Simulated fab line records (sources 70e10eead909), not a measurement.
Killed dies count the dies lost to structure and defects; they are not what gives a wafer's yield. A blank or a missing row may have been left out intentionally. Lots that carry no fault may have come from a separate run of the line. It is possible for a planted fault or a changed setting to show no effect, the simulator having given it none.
Matching of chambers || flow nandHarc || 4 sister chambers for NHARC_P_CONTACT_ALD_22 on aldMetal-01
The step deposits TiN, target thk 3 nm, pulse time 1 s, ald cycles 150. 8 wafers are shown with their chamber, then 8 later ones without.

WAFERS, EACH WITH ITS CHAMBER
{"wafer": "L081.5", "chamber": 2, "heaterPowerW (W)": 1168, "precursorPulseHeightRel": 1.016}
{"wafer": "L086.5", "chamber": 2, "heaterPowerW (W)": 1200, "precursorPulseHeightRel": 0.987}
{"wafer": "L087.1", "chamber": 1, "heaterPowerW (W)": 923, "precursorPulseHeightRel": 1.005}
{"wafer": "L087.4", "chamber": 3, "heaterPowerW (W)": 1111, "precursorPulseHeightRel": 0.997}
{"wafer": "L087.6", "chamber": 1, "heaterPowerW (W)": 906, "precursorPulseHeightRel": 1.011}
{"wafer": "L090.5", "chamber": 3, "heaterPowerW (W)": 1091, "precursorPulseHeightRel": 1.025}
{"wafer": "L090.6", "chamber": 0, "heaterPowerW (W)": 1034, "precursorPulseHeightRel": 0.991}
{"wafer": "L092.1", "chamber": 0, "heaterPowerW (W)": 1012, "precursorPulseHeightRel": 1.017}

WAFERS WITHOUT THEIR CHAMBER
{"wafer": "L092.5", "heaterPowerW (W)": 1121, "precursorPulseHeightRel": 0.998}
{"wafer": "L092.6", "heaterPowerW (W)": 1047, "precursorPulseHeightRel": 0.958}
{"wafer": "L094.2", "heaterPowerW (W)": 1184, "precursorPulseHeightRel": 1.036}
{"wafer": "L094.3", "heaterPowerW (W)": 919, "precursorPulseHeightRel": 0.979}
{"wafer": "L094.6", "heaterPowerW (W)": 1182, "precursorPulseHeightRel": 1.040}
{"wafer": "L097.3", "heaterPowerW (W)": 1167, "precursorPulseHeightRel": 1.004}
{"wafer": "L097.5", "heaterPowerW (W)": 942, "precursorPulseHeightRel": 0.978}
{"wafer": "L097.6", "heaterPowerW (W)": 1035, "precursorPulseHeightRel": 0.991}

WHICH CHAMBER EACH WENT THROUGH
{"wafer": "L092.5", "from the rows above": 3, "in truth": 3}
{"wafer": "L092.6", "from the rows above": "can't be placed: 0 or 3", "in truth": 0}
{"wafer": "L094.2", "from the rows above": 2, "in truth": 2}
{"wafer": "L094.3", "from the rows above": 1, "in truth": 1}
{"wafer": "L094.6", "from the rows above": 2, "in truth": 2}
{"wafer": "L097.3", "from the rows above": 2, "in truth": 2}
{"wafer": "L097.5", "from the rows above": 1, "in truth": 1}
{"wafer": "L097.6", "from the rows above": 0, "in truth": 0}
Correctly placed: 7 of 8. Unplaceable from these rows: 1, with the true chamber sitting among the candidates in 1. 0 placed wrongly.
How it was worked out, from the rows above alone: a wafer's distance from a chamber is the root of the sum, over the readings, of the square of ((its reading less the chamber's mean) divided by the reading's scatter). If the next closest chamber is less than 2 further off than the closest, the wafer can't be placed; otherwise it belongs to the closest. The mean given for a chamber averages the wafers shown for that chamber. The scatter: take each reading less its chamber's mean, square it, sum over the shown wafers, divide by the number of wafers less the number of chambers, and take the root.
